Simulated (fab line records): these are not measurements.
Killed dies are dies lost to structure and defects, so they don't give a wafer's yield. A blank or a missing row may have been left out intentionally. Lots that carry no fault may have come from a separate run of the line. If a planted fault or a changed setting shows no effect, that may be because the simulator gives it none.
Split-lot study | flow n5_finfet | 21 wafers read from 7 lots, route of 1938 steps

THE SPLIT
At N5_SD_EPI_P_ETCH_16 (etches SiO2 in CHF3/O2, target depth 5 nm), the setting target_depth_a was moved away from the recipe's 50 angstrom on 7 of the 21 wafers read, by -8.2% to +12.1%. This setting was run at the recipe's value on the other wafers.

Reading taken at the split's own step.

THE READING
etch.depth_nm (the simulator's own value, which no gauge read), in nm, at N5_SD_EPI_P_ETCH_16 (etches SiO2 in CHF3/O2, target depth 5 nm). There is no usual value for it anywhere in the file. Average 4.883 nm, standard deviation 0.054 nm, over the 14 wafers here run with the recipe.

wafer  | tool, chamber at the split | target_depth_a as run, angstrom | against the recipe | etch.depth_nm, nm | against lot-mates on the recipe
L076.1 | rie_diel-06, 2             | 50                              | recipe             | 4.806             | -
L076.4 | rie_diel-06, 3             | 45.88                           | -8.2%              | 4.577             | -0.259
L076.5 | rie_diel-06, 2             | 50                              | recipe             | 4.866             | -
L075.2 | rie_diel-02, 1             | 50                              | recipe             | 4.88              | -
L075.3 | rie_diel-02, 0             | 56.03                           | +12.1%             | 5.438             | +0.574
L075.4 | rie_diel-02, 2             | 50                              | recipe             | 4.848             | -
L078.1 | rie_diel-06, 2             | 50                              | recipe             | 4.841             | -
L078.4 | rie_diel-06, 3             | 50                              | recipe             | 5.019             | -
L078.6 | rie_diel-06, 2             | 50                              | recipe             | 4.851             | -
L084.1 | rie_diel-02, 2             | 53.7                            | +7.4%              | 5.264             | +0.380
L084.2 | rie_diel-02, 1             | 50                              | recipe             | 4.883             | -
L084.5 | rie_diel-02, 1             | 50                              | recipe             | 4.886             | -
L090.1 | rie_diel-06, 0             | 56.04                           | +12.1%             | 5.743             | +0.925
L090.2 | rie_diel-06, 2             | 50                              | recipe             | 4.818             | -
L090.4 | rie_diel-06, 1             | 56.04                           | +12.1%             | 5.506             | +0.688
L094.1 | rie_diel-02, 0             | 50                              | recipe             | 4.891             | -
L094.3 | rie_diel-02, 1             | 50                              | recipe             | 4.896             | -
L094.5 | rie_diel-02, 1             | 50                              | recipe             | 4.952             | -
L095.1 | rie_diel-06, 0             | 46.41                           | -7.2%              | 4.78              | -0.150
L095.2 | rie_diel-06, 1             | 50                              | recipe             | 4.93              | -
L095.6 | rie_diel-06, 0             | 46.41                           | -7.2%              | 4.748             | -0.182

THE FIT
A straight line over all 21 wafers: etch.depth_nm changes by +0.0464 nm for each +1% of target_depth_a; r = +0.94; the points scatter about the line by 0.1 nm.
The same after taking each lot's own level away (the mean of its wafers on the recipe; 21 wafers): +0.0495 nm for each +1%; r = +0.94; scatter 0.1 nm.
Per that fit: largest target_depth_a move, reading shift of 0.6 nm.
The lots' own levels span 4.8180 to 4.9300 nm, that is 2.1 times the standard deviation above.
Consequently the slope shifts little with the lot-to-lot level, the two slopes agreeing.
Check: with one of the wafers moved furthest among these (+12.1%) left out of the fit, the line predicts +0.553 nm for it against its lot-mates. It came out at +0.925 nm against them.

OTHER SPLITS ON THESE WAFERS
Before the reading, these wafers also passed through other splits. Each is held against what the fit with the lots' levels taken away leaves over:
other split on the same wafers | wafers away from the commonest value | r with etch.depth_nm (lot level and that fit taken away)
N5_SD_EPI_P_PEB_07 peb_time_s  | 8                                    | -0.10

THE FILE'S OWN FIT
etch.depth_nm changes by +0.049 nm for each +1% of target_depth_a, r = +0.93.
